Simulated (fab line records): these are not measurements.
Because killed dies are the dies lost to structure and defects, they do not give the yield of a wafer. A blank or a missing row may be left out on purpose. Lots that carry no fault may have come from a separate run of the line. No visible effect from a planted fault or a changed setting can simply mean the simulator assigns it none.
Chamber matching + flow n5_finfet + 4 sister chambers for N5_BEOL_M3_ALD_84 on ald_metal-01
The step deposits TaN, pulse time 2 s, purge time 3 s, co reactant purge time 2 s. 4 wafers are shown with their chamber, then 7 later ones without.

EACH WAFER AND ITS CHAMBER
| wafer  | chamber | heater_power_w (W) |
|--------|---------|--------------------|
| L079.5 | 1       | 384                |
| L080.4 | 0       | 526                |
| L084.2 | 2       | 472                |
| L084.3 | 3       | 457                |

WAFERS WHOSE CHAMBER IS MISSING
| wafer  | heater_power_w (W) |
|--------|--------------------|
| L084.5 | 446                |
| L093.2 | 482                |
| L093.4 | 390                |
| L093.5 | 470                |
| L095.2 | 444                |
| L095.5 | 532                |
| L095.6 | 449                |

WHICH CHAMBER EACH WENT THROUGH
| wafer  | from the rows above     | in truth |
|--------|-------------------------|----------|
| L084.5 | can't be placed: 3 or 2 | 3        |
| L093.2 | can't be placed: 2 or 3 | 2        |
| L093.4 | 1                       | 1        |
| L093.5 | can't be placed: 2 or 3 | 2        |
| L095.2 | can't be placed: 3 or 2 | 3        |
| L095.5 | 0                       | 0        |
| L095.6 | can't be placed: 3 or 2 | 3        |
Correctly placed: 2 of 7. Unplaceable from these rows: 5, with the true chamber sitting among the candidates in 5. Placed wrongly: 0.
How it was worked out, from the rows above alone: a wafer's distance from a chamber is the root of the sum, over the readings, of the square of ((its reading less the chamber's mean) divided by the reading's scatter). The wafer belongs to the nearest chamber; if the next one is less than 2 further off, it can't be placed. For every chamber, the mean is computed from those of its wafers that are shown. The scatter: with one shown wafer a chamber, the root of the mean of the squares of how far each hidden wafer lies from its nearest shown one.
